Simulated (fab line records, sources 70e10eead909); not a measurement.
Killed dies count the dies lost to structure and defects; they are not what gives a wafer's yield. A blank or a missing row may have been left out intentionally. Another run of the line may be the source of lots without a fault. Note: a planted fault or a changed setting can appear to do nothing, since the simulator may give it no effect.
One fault seen from 3 desks || flow nandHarc || only its own numbers are on each desk; what lay behind them is given at the end

== AT THE METROLOGY DESK ==
What the gauges read for every lot (on any tool): the sampled wafers with a number, averaged. The brackets show how far a lot's mean lies from the usual mean; more than 4 standard deviations puts the lot out of limits, marked OUT.
Columns: A = thkNm at NHARC_A_ONON_D2_THK_MEAS_02, usual 998 nm
{"lot": "L215", "first seen here": "day 12 17:31", "A": 1002}
{"lot": "L216", "first seen here": "day 13 05:32", "A": 1006}
{"lot": "L217", "first seen here": "day 13 18:34", "A": 1002}
{"lot": "L218", "first seen here": "day 13 18:34", "A": 999}
{"lot": "L220", "first seen here": "day 14 07:33", "A": 1012}
{"lot": "L221", "first seen here": "day 14 22:07", "A": 995}
{"lot": "L222", "first seen here": "day 15 16:55", "A": 985}
{"lot": "L223", "first seen here": "day 16 00:17", "A": "681 (-37) OUT"}
{"lot": "L233", "first seen here": "day 20 01:28", "A": 1017}
{"lot": "L235", "first seen here": "day 21 03:55", "A": 998}
{"lot": "L236", "first seen here": "day 21 03:55", "A": 988}
{"lot": "L238", "first seen here": "day 22 01:14", "A": 1008}
{"lot": "L237", "first seen here": "day 22 01:16", "A": 997}
This desk's verdict: out of limits on L223, starting with L223 at day 16 00:17 (thkNm at NHARC_A_ONON_D2_THK_MEAS_02). Within limits: L215, L216, L217, L218, L220, L221, L222, L233, L235, L236, L238, L237.

== THE DEFECT DESK ==
Counts from the inspections along the route, per lot, as means over the sampled wafers that have a number. The brackets show how far a lot's mean lies from the usual mean; more than 4 standard deviations puts the lot out of limits, marked OUT.
Columns: A = rawDefectCount at NHARC_A_CHANNEL_FILL_D1_INSPECT_13, usual 357
{"lot": "L215", "first seen here": "day 11 08:17", "A": 176}
{"lot": "L216", "first seen here": "day 11 18:47", "A": 208}
{"lot": "L217", "first seen here": "day 12 02:43", "A": 360}
{"lot": "L218", "first seen here": "day 12 02:43", "A": 431}
{"lot": "L220", "first seen here": "day 12 16:01", "A": 434}
{"lot": "L221", "first seen here": "day 13 04:38", "A": 322}
{"lot": "L222", "first seen here": "day 14 05:26", "A": 503}
{"lot": "L223", "first seen here": "day 14 12:45", "A": 230}
{"lot": "L233", "first seen here": "day 18 14:15", "A": 380}
{"lot": "L235", "first seen here": "day 19 16:58", "A": 203}
{"lot": "L236", "first seen here": "day 19 16:58", "A": 358}
{"lot": "L237", "first seen here": "day 20 11:20", "A": 340}
{"lot": "L238", "first seen here": "day 20 11:20", "A": 530}
Finding of this desk: none of the 13 lots has anything out of limits.

== DESK OF THE TOOL OWNER: pecvdOnon-02 ==
The tool's own readings at NHARC_A_ONON_D2_DEP_00 (target thk 1000 nm): means of the sampled wafers that have a number, for each lot that ran on this tool. The brackets show how far a lot's mean lies from the usual mean; more than 4 standard deviations puts the lot out of limits, marked OUT.
Columns: A = n2FlowSccm at NHARC_A_ONON_D2_DEP_00, usual 2749 sccm; B = n2oFlowSccm at NHARC_A_ONON_D2_DEP_00, usual 1999 sccm; C = susceptorTempC at NHARC_A_ONON_D2_DEP_00, usual 399.97 C
{"lot": "L215", "first seen here": "day 12 17:00", "A": 2764, "B": 1995, "C": 399.87}
{"lot": "L216", "first seen here": "day 13 05:01", "A": 2734, "B": 1994, "C": 399.90}
{"lot": "L217", "first seen here": "day 13 18:10", "A": 2748, "B": 1996, "C": 400.06}
{"lot": "L220", "first seen here": "day 14 07:02", "A": 2752, "B": 2003, "C": 400.02}
{"lot": "L222", "first seen here": "day 15 16:31", "A": 2745, "B": 2004, "C": 399.75}
{"lot": "L223", "first seen here": "day 15 23:46", "A": 2751, "B": 1997, "C": 399.98}
{"lot": "L233", "first seen here": "day 20 01:05", "A": 2747, "B": 2000, "C": 399.91}
{"lot": "L236", "first seen here": "day 21 03:24", "A": 2757, "B": 1994, "C": 399.92}
{"lot": "L238", "first seen here": "day 22 00:53", "A": 2754, "B": 2003, "C": 400.00}
Finding of this desk: none of the 9 lots has anything out of limits.

== ALL TOGETHER ==
L223 would have let the metrology desk raise an alarm at day 16 00:17.
Nothing the defect desk looked at was out of limits.
Nothing out of limits was seen by the tool owner's desk.
The defect desk has L223 on record, within its limits.
Tool owner's desk: L223 on record, inside its limits.
NHARC_A_ONON_D2_DEP_00 was run on pecvdOnon-02 by each of the lots named.

== WHAT THE SIMULATOR HAD PUT IN ==
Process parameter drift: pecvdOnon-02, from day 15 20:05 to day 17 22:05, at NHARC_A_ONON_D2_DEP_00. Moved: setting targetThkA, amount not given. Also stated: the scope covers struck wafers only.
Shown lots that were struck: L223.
Per desk, hours elapsed from the start of the fault to the first reading out of limits: for the metrology desk, 4.
